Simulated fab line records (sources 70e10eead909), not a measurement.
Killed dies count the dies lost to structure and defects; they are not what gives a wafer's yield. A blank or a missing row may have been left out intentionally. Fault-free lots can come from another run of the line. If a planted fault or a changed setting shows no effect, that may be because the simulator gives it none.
Problem report in the 8D (eight disciplines) form, filled by code ; flow nand-harc ; the parts of the form that need people (team, actions taken, sign-off) are left out

## 1. PROBLEM STATEMENT
oes-product-au at NHARC_A_CONTACT_ETCH_98 reads a mean of 0.771 a.u. on 2 wafers of 2 lots; wafers without a fault read 0.958 a.u. with a standard deviation of 0.022. Measured from the usual mean, that is -8.5 standard deviations.
The step: etches the open film in C4F6/O2, target depth 20 nm, time 10 s.
Seen first at day 23 20:37 on rie-diel-04, wafer L586.1. Wafers with a number at this step in the record: 40, from 14 lots. By rule, "out" or "out of limits" means more than 4 standard deviations away from the usual mean. The rest of the wafers with a number are treated as sound.

## 2. WHAT IT IS; WHAT IT IS NOT
question;is;is not
which readings at this step;oes-product-au;drypump-motor-current-A, rf-vpp-V, showerhead-plenum-p-Torr, throttle-valve-pct
which lots;L586, L591;L584, L585, L587, L592, L593, L594, L595, L597, L598, L604, L605, L606
which wafers of those lots;L586.1, L591.4;L586.3, L586.5
read on which tools;rie-diel-04;rie-diel-02, rie-diel-05
when;from day 23 20:37;"up to then (8 sound wafers); but 30 sound wafers of L587, L592, L593, L594, L595, L597, L598, L604, L605, L606 came after"

## 3. WHAT RULES OUT EACH SUSPECT
Counting: if a tool at a process step up to the reading ran every lot that is out, it stays a suspect. Sound lots after the first of them don't rule it out here, since some wafers of a struck lot are sound.
- har-cap-etch-03 at NHARC_A_CONTACT_ETCH_139 (etches the open film in C4F8/O2/Ar, time 195 s, target depth 840 nm): kept. Ran every lot that is out, first one L586 (day 23 19:57); last sound lot up to then L585 (day 22 16:41).
- rie-diel-04 at NHARC_A_CONTACT_ETCH_98 (etches the open film in C4F6/O2, target depth 20 nm, time 10 s): kept. Ran every lot that is out, first one L586 (day 23 20:37); last sound lot up to then L584 (day 22 21:18). Out on those wafers are its own readings of oes-product-au.
- rie-diel-04, NHARC_A_CONTACT_ETCH_98: wafers that are out in chamber 0, sound lot-mates in chambers 1, 3.
Left after counting: har-cap-etch-03 at NHARC_A_CONTACT_ETCH_139, rie-diel-04 at NHARC_A_CONTACT_ETCH_98.

## 4. THE CAUSE (what the simulator had put in)
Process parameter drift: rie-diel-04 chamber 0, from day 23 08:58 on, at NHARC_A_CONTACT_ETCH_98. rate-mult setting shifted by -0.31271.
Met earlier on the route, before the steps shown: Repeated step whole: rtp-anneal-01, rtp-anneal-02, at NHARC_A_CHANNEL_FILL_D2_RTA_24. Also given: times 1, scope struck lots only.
2 suspects survive the count, and this tool is in that group.

## 5. THE CHAIN OF EFFECTS, in route order
Each row: a reading where the mean over the struck wafers with a number is more than 3 standard deviations away from the usual. Only readings whose record carries a usual standard deviation are examined. hours: median over the lots of the time between each lot's start at the first step of this table that gives one and its start at this step. sigmas: the change, counted in usual standard deviations.
hours;step;reading;usual;on struck wafers;change;sigmas
0;NHARC_A_CONTACT_ETCH_98;oes-product-au;0.958 a.u.;0.771;-0.187;-8.5
Process steps it contains:
- NHARC_A_CONTACT_ETCH_98: etches the open film in C4F6/O2, target depth 20 nm, time 10 s.

## 6. WHAT WOULD HAVE CAUGHT IT SOONER
First out-of-limits reading in this record: day 23 20:37, which is 12 hours after fault onset at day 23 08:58.
